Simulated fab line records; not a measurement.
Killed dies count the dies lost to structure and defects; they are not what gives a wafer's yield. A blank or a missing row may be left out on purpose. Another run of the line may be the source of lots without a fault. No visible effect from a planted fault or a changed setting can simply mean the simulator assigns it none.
Which of the tools did it? + flow n5_finfet + 11 lots, 33 wafers sampled, at 2 steps of a route of 1938

## WHAT THE GAUGES READ, wafer by wafer
N5_PASSIVATION_CD_MEAS_10: target cd 3000 nm. Usual: cd_nm 3000.8 nm, standard deviation 1.6.
| lot  | measured     | on        | cd_nm (nm)           | flag |
|------|--------------|-----------|----------------------|------|
| L898 | day 11 18:13 | cd_sem-01 | 3003.5 3001.2 3002.4 |      |
| L899 | day 12 14:05 | cd_sem-03 | 3001.5 2998.8 3000.1 |      |
| L906 | day 13 23:09 | cd_sem-03 | 3001.2 3001.6 3000.3 |      |
| L908 | day 14 01:55 | cd_sem-02 | 3002.3 3005.8 3001.8 |      |
| L909 | day 14 17:02 | cd_sem-02 | 2998.8 3000.2 2997.5 |      |
| L911 | day 15 02:28 | cd_sem-01 | 3001.1 2997.4 3000.4 |      |
| L910 | day 15 04:26 | cd_sem-03 | 3001.1 3002.5 3001.8 |      |
| L916 | day 16 18:52 | cd_sem-03 | 2999.8 3002.5 2999.2 |      |
| L918 | day 17 06:55 | cd_sem-03 | 2999.6 3000.2 3000.2 |      |
| L921 | day 17 19:49 | cd_sem-03 | 3001.2 3002.7 3003.7 |      |
| L920 | day 17 22:58 | cd_sem-03 | 3001.2 3002.6 3000.6 |      |

## EACH LOT AND THE TOOL THAT RAN IT (in order: tool; ch and the chambers of the sampled wafers; start)
| lot  | N5_BEOL_M14_PRE_CLEAN_42     |
|------|------------------------------|
| L898 | pvd_sputter-01, day 11 00:32 |
| L899 | pvd_sputter-03, day 11 14:33 |
| L906 | pvd_sputter-01, day 13 04:38 |
| L908 | pvd_sputter-02, day 13 08:21 |
| L909 | pvd_sputter-01, day 14 00:31 |
| L911 | pvd_sputter-02, day 14 11:17 |
| L910 | pvd_sputter-02, day 14 14:30 |
| L916 | pvd_sputter-02, day 15 22:58 |
| L918 | pvd_sputter-02, day 16 06:45 |
| L921 | pvd_sputter-03, day 17 02:53 |
| L920 | pvd_sputter-03, day 17 08:39 |
- N5_BEOL_M14_PRE_CLEAN_42: time 30 s.

## WHAT THE TOOLS THEMSELVES READ (means of the sampled wafers that have a number; where no wafer has one, the mark that the record gives instead)
N5_BEOL_M14_PRE_CLEAN_42. Usual: heater_power_w 438 W, standard deviation 26.
| lot  | tool           | heater_power_w (W) | flag |
|------|----------------|--------------------|------|
| L898 | pvd_sputter-01 | 445                |      |
| L899 | pvd_sputter-03 | 450                |      |
| L906 | pvd_sputter-01 | 450                |      |
| L908 | pvd_sputter-02 | 421                |      |
| L909 | pvd_sputter-01 | 450                |      |
| L911 | pvd_sputter-02 | 414                |      |
| L910 | pvd_sputter-02 | 414                |      |
| L916 | pvd_sputter-02 | 421                |      |
| L918 | pvd_sputter-02 | 440                |      |
| L921 | pvd_sputter-03 | 452                |      |
| L920 | pvd_sputter-03 | 452                |      |

## THE ANSWER, worked out from the rows above alone
Rule: take the mean of a lot's wafers that have a number; if it is more than 3 standard deviations from the usual mean, the lot is off. Also off: a lot with no number at a reading for which 4 or more lots have one. Where the step has rows for the other lots, those lots are counted as sound. First the gauges in route order, then the tools' own readings, where a lot's mean is used as printed above. The first step at which some lot is off is used, and at that step the reading that is off furthest; a lot without a number counts as furthest.
No lot is off at any reading shown: from this, nothing can be told.

## WHAT WAS PUT IN BY THE SIMULATOR
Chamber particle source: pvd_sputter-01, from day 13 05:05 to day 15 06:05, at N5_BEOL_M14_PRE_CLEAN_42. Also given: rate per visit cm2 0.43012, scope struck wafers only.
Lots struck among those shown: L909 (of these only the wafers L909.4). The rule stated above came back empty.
